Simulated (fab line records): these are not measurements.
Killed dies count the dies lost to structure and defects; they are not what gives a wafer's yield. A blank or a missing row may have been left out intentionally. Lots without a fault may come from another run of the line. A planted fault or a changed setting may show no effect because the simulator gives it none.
Split-lot study || flow n5 finfet || 7 lots, 21 wafers read, on a route of 1938 steps

== ON THE SPLIT ==
At N5_FIN_SAQP_SPACER1_ALD_24 (deposits SiO2, target thk 20.3 nm, pulse time 1 s, purge time 2 s), the setting temp c was moved away from the recipe's 300 C on 9 of the 21 wafers read, by -4.2% to +2.2%. For the rest of the wafers, this setting stayed at what the recipe calls for.

== BETWEEN THE SPLIT AND THE READING: the file shows 1 step in between ==
- N5_FIN_SAQP_SPACER1_ETCHBACK_25: etches SiO2 in CHF3/O2, target depth 24.4 nm, time 12.2 s

== THE READING ==
FIN_SAQP.cd nm (the simulator's own value, which no gauge read), in nm, at N5_FIN_SAQP_MANDREL1_REMOVE_56 (chemistry HBr/Cl2/O2, target a-Si, stops on SiNx, bt time 10 s). There is no usual value for it anywhere in the file. Here, 12 wafers ran the recipe; their average is 20.4 nm with a standard deviation of 0.16 nm.

{"wafer": "L074.1", "tool, chamber at the split": "ald sin-01, 1", "temp c as run, C": 300, "against the recipe": "recipe", "FIN_SAQP.cd nm, nm": 20.4, "against lot-mates on the recipe": "-"}
{"wafer": "L074.2", "tool, chamber at the split": "ald sin-01, 2,1", "temp c as run, C": 300, "against the recipe": "recipe", "FIN_SAQP.cd nm, nm": 20.4, "against lot-mates on the recipe": "-"}
{"wafer": "L074.5", "tool, chamber at the split": "ald sin-01, 2,1", "temp c as run, C": 300, "against the recipe": "recipe", "FIN_SAQP.cd nm, nm": 20.4, "against lot-mates on the recipe": "-"}
{"wafer": "L082.2", "tool, chamber at the split": "ald sin-01, 2", "temp c as run, C": 300, "against the recipe": "recipe", "FIN_SAQP.cd nm, nm": 20.4, "against lot-mates on the recipe": "-"}
{"wafer": "L082.5", "tool, chamber at the split": "ald sin-01, 2,3", "temp c as run, C": 300, "against the recipe": "recipe", "FIN_SAQP.cd nm, nm": 20.2, "against lot-mates on the recipe": "-"}
{"wafer": "L082.6", "tool, chamber at the split": "ald sin-01, 2,3", "temp c as run, C": 300, "against the recipe": "recipe", "FIN_SAQP.cd nm, nm": 20.2, "against lot-mates on the recipe": "-"}
{"wafer": "L084.4", "tool, chamber at the split": "ald sin-03, 0", "temp c as run, C": 300, "against the recipe": "recipe", "FIN_SAQP.cd nm, nm": 20.2, "against lot-mates on the recipe": "-"}
{"wafer": "L084.6", "tool, chamber at the split": "ald sin-03, 0", "temp c as run, C": 300, "against the recipe": "recipe", "FIN_SAQP.cd nm, nm": 20.2, "against lot-mates on the recipe": "-"}
{"wafer": "L084.5", "tool, chamber at the split": "ald sin-03, 3", "temp c as run, C": 292.3, "against the recipe": "-2.6%", "FIN_SAQP.cd nm, nm": 21, "against lot-mates on the recipe": "+0.8"}
{"wafer": "L086.1", "tool, chamber at the split": "ald sin-02, 3,0", "temp c as run, C": 289.1, "against the recipe": "-3.6%", "FIN_SAQP.cd nm, nm": 21.4, "against lot-mates on the recipe": "+0.8"}
{"wafer": "L086.4", "tool, chamber at the split": "ald sin-02, 2", "temp c as run, C": 300, "against the recipe": "recipe", "FIN_SAQP.cd nm, nm": 20.6, "against lot-mates on the recipe": "-"}
{"wafer": "L086.5", "tool, chamber at the split": "ald sin-02, 3,0", "temp c as run, C": 289.1, "against the recipe": "-3.6%", "FIN_SAQP.cd nm, nm": 21.6, "against lot-mates on the recipe": "+1.0"}
{"wafer": "L091.1", "tool, chamber at the split": "ald sin-02, 3", "temp c as run, C": 300, "against the recipe": "recipe", "FIN_SAQP.cd nm, nm": 20.6, "against lot-mates on the recipe": "-"}
{"wafer": "L091.4", "tool, chamber at the split": "ald sin-02, 2", "temp c as run, C": 287.4, "against the recipe": "-4.2%", "FIN_SAQP.cd nm, nm": 21.4, "against lot-mates on the recipe": "+0.8"}
{"wafer": "L091.5", "tool, chamber at the split": "ald sin-02, 2", "temp c as run, C": 287.4, "against the recipe": "-4.2%", "FIN_SAQP.cd nm, nm": 21.2, "against lot-mates on the recipe": "+0.6"}
{"wafer": "L092.3", "tool, chamber at the split": "ald sin-02, 2", "temp c as run, C": 306.7, "against the recipe": "+2.2%", "FIN_SAQP.cd nm, nm": 20.2, "against lot-mates on the recipe": -0.4}
{"wafer": "L092.6", "tool, chamber at the split": "ald sin-02, 1", "temp c as run, C": 306.7, "against the recipe": "+2.2%", "FIN_SAQP.cd nm, nm": 20.2, "against lot-mates on the recipe": -0.4}
{"wafer": "L092.5", "tool, chamber at the split": "ald sin-02, 0", "temp c as run, C": 300, "against the recipe": "recipe", "FIN_SAQP.cd nm, nm": 20.6, "against lot-mates on the recipe": "-"}
{"wafer": "L093.3", "tool, chamber at the split": "ald sin-01, 0,3", "temp c as run, C": 288, "against the recipe": "-4.0%", "FIN_SAQP.cd nm, nm": 21.4, "against lot-mates on the recipe": "+1.2"}
{"wafer": "L093.6", "tool, chamber at the split": "ald sin-01, 0,3", "temp c as run, C": 288, "against the recipe": "-4.0%", "FIN_SAQP.cd nm, nm": 21.4, "against lot-mates on the recipe": "+1.2"}
{"wafer": "L093.4", "tool, chamber at the split": "ald sin-01, 3", "temp c as run, C": 300, "against the recipe": "recipe", "FIN_SAQP.cd nm, nm": 20.2, "against lot-mates on the recipe": "-"}
If several chambers appear in one row, that row covers several wafers at once and the file leaves open which wafer was in which chamber.

FIT RESULTS
A straight line over all 21 wafers: FIN_SAQP.cd nm changes by -0.228 nm for each +1% of temp c; r = -0.93; the points scatter about the line by 0.19 nm.
The same after taking each lot's own level away (the mean of its wafers on the recipe; 21 wafers): -0.229 nm for each +1%; r = -0.96; scatter 0.15 nm.
The reading moves by 0.96 nm for the largest change in temp c, on that fit.
The lots' own levels span 20.20 to 20.60 nm, that is 2.5 times the standard deviation above.
So the lot-to-lot level changes the slope little: the two slopes agree.
Check: +1.03 nm against its lot-mates is what the line predicts for one of the wafers moved furthest among these (-4.2%) when that wafer is left out of the fit. Against them it came out at +0.8 nm.

== THESE WAFERS: OTHER SPLITS ==
These wafers also went through other splits before the reading. Each is held against what the fit with the lots' levels taken away leaves over:
{"other split on the same wafers": "N5_PMOS_HMC_CHANNEL_EPI_PEB_07 peb temp c", "wafers away from the commonest value": 5, "r with FIN_SAQP.cd nm (lot level and that fit taken away)": "+0.40"}
{"other split on the same wafers": "N5_PMOS_HMC_CHANNEL_EPI_DEVELOP_08 develop time s", "wafers away from the commonest value": 5, "r with FIN_SAQP.cd nm (lot level and that fit taken away)": -0.36}

== THE WHOLE CHAIN: every reading that the file lists as answering this split, in the file's order ==
{"step": "N5_FIN_SAQP_SPACER1_ALD_24", "what it does": "deposits SiO2, target thk 20.3 nm, pulse time 1 s, purge time 2 s", "reading": "SiO2_of_FIN_SAQP_SPACER1_ALD_24.thk nm (the simulator's own value, which no gauge read)", "change (the file's fit)": "-0.242 nm for each +1% of the setting", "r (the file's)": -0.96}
{"step": "N5_FIN_SAQP_MANDREL1_REMOVE_56", "what it does": "chemistry HBr/Cl2/O2, target a-Si, stops on SiNx, bt time 10 s", "reading": "FIN_SAQP.cd nm (the simulator's own value, which no gauge read)", "change (the file's fit)": "-0.239 nm for each +1% of the setting", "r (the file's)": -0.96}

== THE FILE'S OWN FIT ==
FIN_SAQP.cd nm changes by -0.239 nm for each +1% of temp c, r = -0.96.
